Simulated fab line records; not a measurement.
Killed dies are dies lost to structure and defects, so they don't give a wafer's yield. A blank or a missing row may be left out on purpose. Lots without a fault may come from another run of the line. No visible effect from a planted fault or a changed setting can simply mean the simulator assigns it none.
Which tool did it? / flow n5_finfet / 33 wafers from 11 lots sampled at 5 of the route's 1938 steps

== WHAT EACH GAUGE READ, for each wafer ==
N5_BEOL_M11_OVL_MEAS_29.
lot=L597; measured=day 10 06:53; on=overlay-02; V10_OVL (nm)=-0.9 0.5 0.3
lot=L600; measured=day 11 06:35; on=overlay-02; V10_OVL (nm)=0.2 -0.3 0.3
lot=L601; measured=day 11 15:20; on=overlay-01; V10_OVL (nm)=0.1 0.8 0.5
lot=L602; measured=day 11 19:56; on=overlay-01; V10_OVL (nm)=-0.5 0.3 0.1
lot=L608; measured=day 13 05:40; on=overlay-01; V10_OVL (nm)=-0.8 0.2 -0.4
lot=L610; measured=day 13 11:12; on=overlay-02; V10_OVL (nm)=0.8 0.0 0.5
lot=L611; measured=day 14 02:54; on=overlay-01; V10_OVL (nm)=-0.5 -1.0 -0.3
lot=L613; measured=day 14 16:13; on=overlay-01; V10_OVL (nm)=-0.3 -0.1 -0.2
lot=L617; measured=day 15 14:51; on=overlay-02; V10_OVL (nm)=-0.1 0.8 0.7
lot=L620; measured=day 15 21:47; on=overlay-01; V10_OVL (nm)=-0.9 -0.3 -0.8
lot=L616; measured=day 15 21:58; on=overlay-01; V10_OVL (nm)=0.1 -0.6 -1.2

N5_BEOL_M12_THK_MEAS_01.
lot=L597; measured=day 10 10:59; on=film_metro-02; M12_ILD_THK (nm)=645 650 654
lot=L600; measured=day 11 09:46; on=film_metro-01; M12_ILD_THK (nm)=657 670 665
lot=L601; measured=day 11 18:44; on=film_metro-02; M12_ILD_THK (nm)=644 646 572
lot=L602; measured=day 12 02:40; on=film_metro-02; M12_ILD_THK (nm)=655 665 587
lot=L608; measured=day 13 09:21; on=film_metro-02; M12_ILD_THK (nm)=656 656 672
lot=L610; measured=day 13 15:57; on=film_metro-02; M12_ILD_THK (nm)=649 654 668
lot=L611; measured=day 14 06:16; on=film_metro-01; M12_ILD_THK (nm)=650 665 669
lot=L613; measured=day 14 19:31; on=film_metro-02; M12_ILD_THK (nm)=664 664 671
lot=L617; measured=day 15 18:02; on=film_metro-01; M12_ILD_THK (nm)=654 657 679
lot=L620; measured=day 16 01:29; on=film_metro-01; M12_ILD_THK (nm)=661 667 672
lot=L616; measured=day 16 01:49; on=film_metro-01; M12_ILD_THK (nm)=662 664 666

== TOOL THAT RAN EACH LOT (tool first, then ch and the chambers of the sampled wafers, then the start) ==
lot=L597; N5_BEOL_M11_STRIP_77=rie_diel-01 ch 1,2, day 10 08:19 or earlier; N5_BEOL_M11_PRE_CLEAN_45=pvd_sputter-03, day 10 08:19; N5_BEOL_M12_ILD_DEP_00=pecvd-02 ch 0,2, day 10 10:52
lot=L600; N5_BEOL_M11_STRIP_77=rie_diel-05 ch 0,1,2, day 11 07:59 or earlier; N5_BEOL_M11_PRE_CLEAN_45=pvd_sputter-01, day 11 07:59; N5_BEOL_M12_ILD_DEP_00=pecvd-02 ch 1,2, day 11 09:38
lot=L601; N5_BEOL_M11_STRIP_77=rie_diel-05 ch 0,1,3, day 11 16:56 or earlier; N5_BEOL_M11_PRE_CLEAN_45=pvd_sputter-02, day 11 16:56; N5_BEOL_M12_ILD_DEP_00=pecvd-02 ch 0,1,2, day 11 18:36
lot=L602; N5_BEOL_M11_STRIP_77=rie_diel-05 ch 0,3, day 11 22:03 or earlier; N5_BEOL_M11_PRE_CLEAN_45=pvd_sputter-02, day 11 22:03; N5_BEOL_M12_ILD_DEP_00=pecvd-02 ch 0,2, day 12 02:32
lot=L608; N5_BEOL_M11_STRIP_77=rie_diel-01 ch 1,2,3, day 13 07:37 or earlier; N5_BEOL_M11_PRE_CLEAN_45=pvd_sputter-01, day 13 07:37; N5_BEOL_M12_ILD_DEP_00=pecvd-04 ch 0,2, day 13 09:13
lot=L610; N5_BEOL_M11_STRIP_77=rie_diel-05 ch 2,3, day 13 13:56 or earlier; N5_BEOL_M11_PRE_CLEAN_45=pvd_sputter-02, day 13 13:56; N5_BEOL_M12_ILD_DEP_00=pecvd-03 ch 0,2, day 13 15:49
lot=L611; N5_BEOL_M11_STRIP_77=rie_diel-03 ch 1,2,3, day 14 04:21 or earlier; N5_BEOL_M11_PRE_CLEAN_45=pvd_sputter-02, day 14 04:21; N5_BEOL_M12_ILD_DEP_00=pecvd-02 ch 1,2, day 14 06:05
lot=L613; N5_BEOL_M11_STRIP_77=rie_diel-05 ch 0,1,2, day 14 17:27 or earlier; N5_BEOL_M11_PRE_CLEAN_45=pvd_sputter-02, day 14 17:27; N5_BEOL_M12_ILD_DEP_00=pecvd-04 ch 0,1, day 14 19:23
lot=L617; N5_BEOL_M11_STRIP_77=rie_diel-03 ch 0,2, day 15 15:59 or earlier; N5_BEOL_M11_PRE_CLEAN_45=pvd_sputter-01, day 15 15:59; N5_BEOL_M12_ILD_DEP_00=pecvd-04 ch 0,2, day 15 17:54
lot=L620; N5_BEOL_M11_STRIP_77=rie_diel-03 ch 0,2, day 15 23:09 or earlier; N5_BEOL_M11_PRE_CLEAN_45=pvd_sputter-03, day 15 23:09; N5_BEOL_M12_ILD_DEP_00=pecvd-04 ch 0,1,2, day 16 01:21
lot=L616; N5_BEOL_M11_STRIP_77=rie_diel-01 ch 0,3, day 15 23:35 or earlier; N5_BEOL_M11_PRE_CLEAN_45=pvd_sputter-02, day 15 23:35; N5_BEOL_M12_ILD_DEP_00=pecvd-03 ch 0,2, day 16 01:41
- N5_BEOL_M11_STRIP_77: strips in N2/H2, time 10 s.
- N5_BEOL_M11_PRE_CLEAN_45: time 30 s.
- N5_BEOL_M12_ILD_DEP_00: deposits SiOC from DEMS/O2, target thk 658.92 nm, time 130.7 s.

== AS READ BY THE TOOLS THEMSELVES (means over the sampled wafers that have a number; for cases with no such wafer, the mark the record gives instead) ==
N5_BEOL_M11_STRIP_77.
lot=L597; tool=rie_diel-01; drypump_motor_current_A (A)=5.7; oes_product_au (a.u.)=0.84; rf_vpp_V (V)=59.4; showerhead_plenum_p_Torr (Torr)=2.53; throttle_valve_pct (%)=23.4
lot=L600; tool=rie_diel-05; drypump_motor_current_A (A)=5.6; oes_product_au (a.u.)=0.78; rf_vpp_V (V)=59.3; showerhead_plenum_p_Torr (Torr)=2.54; throttle_valve_pct (%)=23.6
lot=L601; tool=rie_diel-05; drypump_motor_current_A (A)=5.8; oes_product_au (a.u.)=0.74; rf_vpp_V (V)=59.5; showerhead_plenum_p_Torr (Torr)=2.51; throttle_valve_pct (%)=23.9
lot=L602; tool=rie_diel-05; drypump_motor_current_A (A)=5.5; oes_product_au (a.u.)=0.71; rf_vpp_V (V)=59.0; showerhead_plenum_p_Torr (Torr)=2.50; throttle_valve_pct (%)=23.9
lot=L608; tool=rie_diel-01; drypump_motor_current_A (A)=5.5; oes_product_au (a.u.)=0.84; rf_vpp_V (V)=59.9; showerhead_plenum_p_Torr (Torr)=2.53; throttle_valve_pct (%)=23.4
lot=L610; tool=rie_diel-05; drypump_motor_current_A (A)=5.3; oes_product_au (a.u.)=0.76; rf_vpp_V (V)=58.5; showerhead_plenum_p_Torr (Torr)=2.53; throttle_valve_pct (%)=23.6
lot=L611; tool=rie_diel-03; drypump_motor_current_A (A)=6.0; oes_product_au (a.u.)=0.75; rf_vpp_V (V)=59.2; showerhead_plenum_p_Torr (Torr)=2.58; throttle_valve_pct (%)=23.7
lot=L613; tool=rie_diel-05; drypump_motor_current_A (A)=5.6; oes_product_au (a.u.)=0.86; rf_vpp_V (V)=59.1; showerhead_plenum_p_Torr (Torr)=2.53; throttle_valve_pct (%)=23.5
lot=L617; tool=rie_diel-03; drypump_motor_current_A (A)=5.7; oes_product_au (a.u.)=0.71; rf_vpp_V (V)=60.0; showerhead_plenum_p_Torr (Torr)=2.49; throttle_valve_pct (%)=23.6
lot=L620; tool=rie_diel-03; drypump_motor_current_A (A)=5.7; oes_product_au (a.u.)=0.72; rf_vpp_V (V)=59.1; showerhead_plenum_p_Torr (Torr)=2.49; throttle_valve_pct (%)=23.7
lot=L616; tool=rie_diel-01; drypump_motor_current_A (A)=5.3; oes_product_au (a.u.)=0.82; rf_vpp_V (V)=59.7; showerhead_plenum_p_Torr (Torr)=2.56; throttle_valve_pct (%)=23.5

N5_BEOL_M11_PRE_CLEAN_45.
lot=L597; tool=pvd_sputter-03; heater_power_w (W)=318
lot=L600; tool=pvd_sputter-01; heater_power_w (W)=373
lot=L601; tool=pvd_sputter-02; heater_power_w (W)=364
lot=L602; tool=pvd_sputter-02; heater_power_w (W)=405
lot=L608; tool=pvd_sputter-01; heater_power_w (W)=354
lot=L610; tool=pvd_sputter-02; heater_power_w (W)=381
lot=L611; tool=pvd_sputter-02; heater_power_w (W)=338
lot=L613; tool=pvd_sputter-02; heater_power_w (W)=371
lot=L617; tool=pvd_sputter-01; heater_power_w (W)=334
lot=L620; tool=pvd_sputter-03; heater_power_w (W)=327
lot=L616; tool=pvd_sputter-02; heater_power_w (W)=377

N5_BEOL_M12_ILD_DEP_00.
lot=L597; tool=pecvd-02; heater_power_outer_w (W)=298; heater_power_w (W)=543; showerhead_plenum_p_Torr (Torr)=5.712; throttle_valve_pct (%)=12.0
lot=L600; tool=pecvd-02; heater_power_outer_w (W)=300; heater_power_w (W)=566; showerhead_plenum_p_Torr (Torr)=5.701; throttle_valve_pct (%)=12.2
lot=L601; tool=pecvd-02; heater_power_outer_w (W)=304; heater_power_w (W)=552; showerhead_plenum_p_Torr (Torr)=5.700; throttle_valve_pct (%)=11.9
lot=L602; tool=pecvd-02; heater_power_outer_w (W)=298; heater_power_w (W)=552; showerhead_plenum_p_Torr (Torr)=5.698; throttle_valve_pct (%)=12.3
lot=L608; tool=pecvd-04; heater_power_outer_w (W)=375; heater_power_w (W)=615; showerhead_plenum_p_Torr (Torr)=5.702; throttle_valve_pct (%)=11.2
lot=L610; tool=pecvd-03; heater_power_outer_w (W)=281; heater_power_w (W)=501; showerhead_plenum_p_Torr (Torr)=5.697; throttle_valve_pct (%)=11.9
lot=L611; tool=pecvd-02; heater_power_outer_w (W)=295; heater_power_w (W)=542; showerhead_plenum_p_Torr (Torr)=5.691; throttle_valve_pct (%)=11.9
lot=L613; tool=pecvd-04; heater_power_outer_w (W)=332; heater_power_w (W)=594; showerhead_plenum_p_Torr (Torr)=5.683; throttle_valve_pct (%)=12.0
lot=L617; tool=pecvd-04; heater_power_outer_w (W)=385; heater_power_w (W)=624; showerhead_plenum_p_Torr (Torr)=5.700; throttle_valve_pct (%)=11.2
lot=L620; tool=pecvd-04; heater_power_outer_w (W)=349; heater_power_w (W)=592; showerhead_plenum_p_Torr (Torr)=5.684; throttle_valve_pct (%)=11.6
lot=L616; tool=pecvd-03; heater_power_outer_w (W)=285; heater_power_w (W)=492; showerhead_plenum_p_Torr (Torr)=5.687; throttle_valve_pct (%)=12.1

== THE ANSWER, worked out from the rows above alone ==
Rule: usual is defined by the lots themselves. Put in order of their means at a reading, lots are off if they are a third of the lots or fewer, leave a main group of 4 or more, and stand apart from it by a gap of 3 or more times the standard deviation of the main group's means; of several such gaps the widest counts. A main group whose means are all the same, to the digits that the tables above print for the reading, isn't used. Also off: a lot with no number at a reading for which 4 or more lots have one. Any other lot the step has rows for is counted as sound. The gauges are gone through in route order, then the tools' own readings, and for those a lot's mean is taken as printed above. At the first step where some lot is off, the reading lying furthest off is the one used; lots without a number count as furthest.
No lot is off at any reading shown: from this, nothing can be told.

== WHAT HAD BEEN PUT IN BY THE SIMULATOR ==
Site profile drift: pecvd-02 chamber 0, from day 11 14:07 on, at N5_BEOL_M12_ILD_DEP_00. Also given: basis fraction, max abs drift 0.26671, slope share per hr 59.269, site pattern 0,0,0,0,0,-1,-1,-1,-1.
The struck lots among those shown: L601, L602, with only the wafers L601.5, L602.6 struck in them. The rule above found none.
